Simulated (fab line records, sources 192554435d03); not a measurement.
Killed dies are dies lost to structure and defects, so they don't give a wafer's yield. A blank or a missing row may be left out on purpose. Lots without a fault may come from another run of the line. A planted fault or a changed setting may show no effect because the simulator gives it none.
fab line records | flow n5_finfet
record lots=4 wafers=10 last_day=19
route steps=1938 shown BEOL_M2@919 BEOL_M3@931 BEOL_M4@1111
lots that met no fault: from a run of the same line without faults
start_h: hours from the record's first day to the start of the lot's first wafer shown | wait_h: hours since the lot's step before | " the same as in the row above | L1.1+2: a row that stands for several wafers | - no value, or no start given | * or withheld: withheld | < > ~ a bound
route shown NAME@n: a module of which the file shows steps, and the number in the route of the first | usual: mean/standard deviation of fault-free wafers | same: alike in all rows | chamber/n: place in a boat | sites: the reading at each site | _std_site: their standard deviation | _edge_site: outer sites' mean less inner sites' | radius_mm: how far each site lies from the wafer's centre | mask NAME#n: copy n | behind: the tool/chamber that last shaped the wafer | hold: why the lot was held/for how many hours/how that ended | device: the transistor (n, p or np) that didn't switch | end of line: the same wafers' tests at the end of the route | a step without rows: its recipe alone | killed: dies lost to structure and defects at the first sort, not the wafer's yield | map: a wafer's dies, x killed, . not, _ none there
set.NAME: the setting as run; set.NAME@STEP: as run at that earlier step | model.NAME: the simulator's own value behind a step, which no gauge read
lots at some steps of the route; a table a step, a row a wafer
services: from which hour (start_h, from the record's first day; less than 0 if before it) a tool's chamber was out of use, for how many hours, and why
## steps
# step N5_BEOL_M2_ANNEAL_95
# recipe temp_c=400 time_s=240 ambient=vacuum
# step N5_BEOL_M2_SPUTTER_96
# recipe material=Cu target_thk_a=45 temp_c=-20 chamber_pressure_pa=0.07 power_w=withheld time_s=8.29
# step N5_BEOL_M2_ECD_50
# recipe material=Cu target_thk_a=3000
# step N5_BEOL_M2_ANNEAL_51
# recipe temp_c=225 time_s=90 ambient=N2
# step N5_BEOL_M2_CMP_52
# recipe stop_on=SiOC t_overpolish_s=6.8 down_force_psi=1 platen_rpm=50 clearing_platen_down_force_psi=1.5 clearing_platen_rpm=50 post_cmp_clean=cu_alkaline target_thk_nm=40 clearing_platen_pad_velocity_m_s=0.99484 pad_velocity_m_s=0.99484
# step N5_BEOL_M2_PRE_CLEAN_60
# recipe gas=NH3/H2 time_s=15 temp_c=* rf_power_w=300
# step N5_BEOL_M2_CO_CAP_55
# recipe material=Co target_thk_a=20 temp_c=200 precursor=CCTBA/H2 pressure_torr=30 time_s=102.1
# step N5_BEOL_M2_PRE_CLEAN_56
# recipe gas=NH3 time_s=15 temp_c=withheld rf_power_w=300
# step N5_BEOL_M2_DEP_57
# recipe material=SiCN target_thk_a=80 temp_c=withheld precursor=3MS/NH3 pressure_torr=3 rf_w=202 time_s=14
# step N5_BEOL_M3_ILD_DEP_00
# recipe material=SiOC target_thk_a=790 temp_c=350 precursor=DEMS/O2 pressure_torr=5 rf_w=500 time_s=15.3
# usual heater_power_w=528/81 showerhead_plenum_p_Torr=5.686/0.012 throttle_valve_pct=11.8/0.56
# columns lot.wafer tool chamber start_h wait_h heater_power_w showerhead_plenum_p_Torr throttle_valve_pct model.SiOC_of_BEOL_M3_ILD_DEP_00.thk_nm
L346.1 pecvd-03 1 192.23 0.0 478 5.675 11.7 74.4
L346.5 " 0 " " 464 5.690 11.7 81.2
L347.1 pecvd-03 0 196.55 0.0 518 5.690 11.7 76
L347.2 " 2 " " 676 5.690 11.3 75
L356.1 pecvd-04 0 275.39 0.0 431 5.692 12.3 77.2
L356.3 " 1 " " 456 5.694 13.4 78.6
L356.5 " 2 " " 606 5.660 11.3 79
L360.1 pecvd-03 2 283.38 0.0 597 5.696 11.5 79
L360.4 " 2 " " 596 5.671 11.5 80.2
L360.5 " 2 " " 595 5.691 11.5 80.6
# step N5_BEOL_M3_THK_MEAS_01
# recipe reads=SiOC_of_BEOL_M3_ILD_DEP_00
# usual M3_ILD_THK=79.1/1.1
# columns lot.wafer tool chamber start_h wait_h M3_ILD_THK[nm]
L346.1 film_metro-01 - 192.30 0.0 74.4
L346.5 " - " " 81.1
L347.1 film_metro-01 - 196.61 0.0 75.9
L347.2 " - " " 75.0
L356.1 film_metro-02 - 275.46 0.0 77.3
L356.3 " - " " 78.6
L356.5 " - " " 79.1
L360.1 film_metro-02 - 283.47 0.1 79.0
L360.4 " - " " 80.3
L360.5 " - " " 80.5
# step N5_BEOL_M3_PECVD_72
# recipe material=SiO2 target_thk_a=160 temp_c=400 precursor=TEOS/O2 pressure_torr=5.5 rf_w=450 teos_flow_sccm=53.8 gas=O2 flow_sccm=3000 time_s=18
# step N5_BEOL_M3_HM_DEP_02
# recipe material=TiN target_thk_a=200 temp_c=25 chamber_pressure_pa=0.49996
# step N5_BEOL_M3_COAT_61
# recipe resist=SOC temp_c=250 time_s=60 spin_rpm=1500 resist_thk_nm=60
# step N5_BEOL_M3_COAT_62
# recipe resist=SiARC temp_c=220 time_s=60 spin_rpm=1500 resist_thk_nm=12
# step N5_BEOL_M3_COAT_73
# recipe resist=underlayer temp_c=205 time_s=60 spin_rpm=1500 resist_thk_nm=5
# step N5_BEOL_M3_COAT_05
# recipe resist=CAR-EUV spin_rpm=1500 resist_thk_nm=30
# step N5_BEOL_M3_EBR_07
# recipe solvent=PGMEA ebr_width_mm=1.5
# step N5_BEOL_M3_SOFTBAKE_06
# recipe temp_c=110 time_s=60 resist=CAR-EUV
# step N5_BEOL_M3_EXPOSE_08
# recipe mask_id=M3 na=0.33 source_shape=dipole sigma_inner=0.369 sigma_outer=0.767 polarization=unpolarized dose_mj=33
# step N5_BEOL_M3_PEB_09
# recipe peb_temp_c=100 peb_time_s=60 resist=CAR-EUV
# step N5_BEOL_M3_DEVELOP_10
# recipe develop_time_s=30 developer=TMAH resist=CAR-EUV rinse_liquid=surfactant_rinse dry=air_spin dev_temp_c=23
# step N5_BEOL_M3_DESCUM_16
# recipe chemistry=O2 time_s=7 source_power_w=50 bias_power_w=20 pressure_mtorr=20 rf_frequency_hz=2.712e+07 temp_c=40 resist=CAR-EUV o2_flow_sccm=225
# step N5_BEOL_M3_ETCH_74
# recipe chemistry=N2/H2 target=underlayer target_depth_a=65 mask_material=CAR-EUV time_s=5.2 ion_energy_ev=200 pressure_mtorr=30 source_w=840 bias_w=150 n2_flow_sccm=200 h2_flow_sccm=200 ends=cleared
# step N5_BEOL_M3_ETCH_63
# recipe chemistry=CF4 target=SiARC target_depth_a=156 mask_material=CAR-EUV time_s=26 ion_energy_ev=80 pressure_mtorr=40 source_w=545 bias_w=36 Ar_flow_sccm=100 cf4_flow_sccm=100 ends=cleared
# step N5_BEOL_M3_ETCH_64
# recipe chemistry=N2/H2 target=SOC target_depth_a=750 overetch_a=150 mask_material=SiARC temp_c=40 time_s=112.5 ion_energy_ev=200 pressure_mtorr=30 source_w=840 bias_w=150 n2_flow_sccm=200 h2_flow_sccm=200
# step N5_BEOL_M3_STRIP_65
# recipe chemistry=N2/H2 temp_c=40 n2_flow_sccm=200 h2_flow_sccm=200 rf_frequency_hz=6e+07
# step N5_BEOL_M3_STRIP_75
# recipe chemistry=N2/H2 temp_c=40 n2_flow_sccm=200 h2_flow_sccm=200 rf_frequency_hz=6e+07
# step N5_BEOL_M3_STRIP_66
# recipe chemistry=CF4 resist=SiARC power_w=300 bias_power_w=75 pressure_mtorr=50 cf4_flow_sccm=150 rf_frequency_hz=6e+07
# step N5_BEOL_M3_HM_OPEN_17
# recipe chemistry=Cl2/BCl3 target_depth_a=200 overetch_a=60 target=TiN mask_material=SOC ion_energy_ev=150 pressure_mtorr=10 icp_w=1000 bias_w=126 Cl2_flow_sccm=53.25 bcl3_flow_sccm=21.75 Ar_flow_sccm=25
# step N5_BEOL_M3_STRIP_19
# recipe chemistry=O2 power_w=400 temp_c=40 pressure_mtorr=30 rf_frequency_hz=6e+07 bias_power_w=0 overash_fraction=0.2 o2_flow_sccm=225
# step N5_BEOL_M3_COAT_67
# recipe resist=SOC temp_c=250 time_s=60 spin_rpm=1500 resist_thk_nm=60
# step N5_BEOL_M3_COAT_68
# recipe resist=SiARC temp_c=220 time_s=60 spin_rpm=1500 resist_thk_nm=12
# step N5_BEOL_M3_COAT_76
# recipe resist=underlayer temp_c=205 time_s=60 spin_rpm=1500 resist_thk_nm=5
# step N5_BEOL_M3_COAT_22
# recipe resist=CAR-EUV spin_rpm=1500 resist_thk_nm=30
# step N5_BEOL_M3_CMP_52
# recipe stop_on=SiOC t_overpolish_s=6.8 down_force_psi=1 platen_rpm=50 clearing_platen_down_force_psi=1.5 clearing_platen_rpm=50 post_cmp_clean=cu_alkaline target_thk_nm=40 clearing_platen_pad_velocity_m_s=0.99484 pad_velocity_m_s=0.99484
# usual barrier_field_endpoint_s=24.7/0.61 clearing_platen_rpm=49.999/0.023 motor_current_A=6.1/0.41 overpolish_run_s=6.801/0.009 platen_rpm=50.00/0.035 time_to_endpoint_s=62/3.2
# columns lot.wafer tool chamber start_h wait_h barrier_field_endpoint_s clearing_platen_rpm motor_current_A overpolish_run_s platen_rpm time_to_endpoint_s model.SiOC_of_BEOL_M3_ILD_DEP_00.thk_nm model.Cu_of_BEOL_M3_ECD_50.thk_nm
L346.1 cmp-01 1 222.89 0.3 25.7 49.997 5.7 6.814 49.98 68 71.4 37.4
L346.5 " 2 " " 25.2 50.024 5.8 6.794 49.93 64 78.2 43.4
L347.1 cmp-01 1 239.25 0.3 25.3 50.055 5.7 6.790 50.01 67 73 38
L347.2 " 2 " " 24.8 50.015 5.6 6.803 50.03 65 72 37.8
L356.1 cmp-01 0 295.47 0.3 25.1 50.035 6.0 6.808 50.02 62 74.2 39.2
L356.3 " 2 " " 24.9 49.964 5.4 6.791 50.02 60 75.6 39.2
L356.5 " 1 " " 25.8 49.976 5.9 6.792 49.99 67 76 41.6
L360.4 cmp-01 3 300.55 0.1 24.4 49.975 6.3 6.791 49.96 60 77.2 40.6
L360.1 " 1 " " 24.4 50.014 5.9 6.799 50.07 61 76 40.6
L360.5 " 0 " " 24.8 49.996 5.9 6.782 50.01 61 77.6 42.2
# step N5_BEOL_M4_RC_MEAS_101
# usual DIBL_N=36.0/1.9 DIBL_P=35.6/2.2 IOFF_N=0.15/0.031 IOFF_P=0.19/0.032 ION_N=668/11 ION_P=455/7.2 SS_N=71.5/0.65 SS_P=73.4/0.64 VT_N=251/3.6 VT_P=-253/3.3
# columns lot.wafer tool chamber start_h wait_h DIBL_N[mV/V] DIBL_P[mV/V] IOFF_N[nA/um] IOFF_P[nA/um] ION_N[uA/um] ION_P[uA/um] SS_N[mV/dec] SS_P[mV/dec] VT_N[mV] VT_P[mV]
L346.1 prober-01 0 245.98 0.0 34.8 33.2 0.11 0.16 650 446 70.3 72.5 256 -258
L346.5 " 0 " " 35.6 34.2 0.12 0.16 651 445 71.3 72.6 255 -252
L347.1 prober-02 0 247.70 0.0 34.4 33.2 0.13 0.18 664 457 71.7 73.2 256 -251
L347.2 " 0 " " 32.4 31.0 0.10 0.16 646 454 70.7 72.4 256 -250
L356.1 prober-01 0 322.67 0.0 37.3 35.0 0.15 0.18 665 452 71.6 73.7 250 -254
L356.3 " 0 " " 39.6 37.6 0.20 0.22 682 458 71.9 73.6 245 -251
L356.5 " 0 " " 38.5 37.1 0.17 0.22 677 462 71.7 73.7 247 -250
L360.1 prober-02 0 325.81 0.0 39.4 40.4 0.24 0.31 692 473 73.1 74.7 244 -243
L360.4 " 0 " " 37.2 36.9 0.18 0.23 681 465 72.0 73.5 248 -248
L360.5 " 0 " " 36.8 36.4 0.17 0.22 673 456 72.0 73.3 248 -249
## services
# columns tool chamber start_h hours kind
cmp-01 - 183.03 4.0 pm
cmp-01 - 187.03 - consumable_replace:conditioner
cmp-01 - 187.03 - consumable_replace:pad
pecvd-04 2 202.38 - clean
pecvd-04 2 202.38 - consumable_replace:showerhead
pecvd-04 2 202.38 29.0 scheduled_down
pecvd-04 2 202.38 29.0 vent_cycle
cmp-01 - 212.85 1.8 repair
pecvd-03 1 243.89 5.5 scheduled_down
cmp-01 - 268.68 3.5 pm
pecvd-03 0 281.20 5.5 scheduled_down
pecvd-04 - 288.42 33.3 repair
## key
first_sign step=N5_BEOL_M3_THK_MEAS_01 reading=M3_ILD_THK direction=down sigmas=3.7 usual=79.1 struck=75.1
effect none on later readings
model_effect step=N5_BEOL_M3_ILD_DEP_00 value=SiOC_of_BEOL_M3_ILD_DEP_00.thk_nm without=78.6 struck=75.13
model_effect step=N5_BEOL_M3_CMP_52 value=SiOC_of_BEOL_M3_ILD_DEP_00.thk_nm without=75.6 struck=72.13
met_at N5_BEOL_M3_ILD_DEP_00
struck_wafers L346.1,L347.1,L347.2
fault kind=process_parameter_drift tool=pecvd-03 chamber=- onset_h=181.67 steps=N5_BEOL_M3_ILD_DEP_00 channel=time_s offset=* shape=step end_h=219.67 scope=struck_wafers_only acts_in=* stated=*
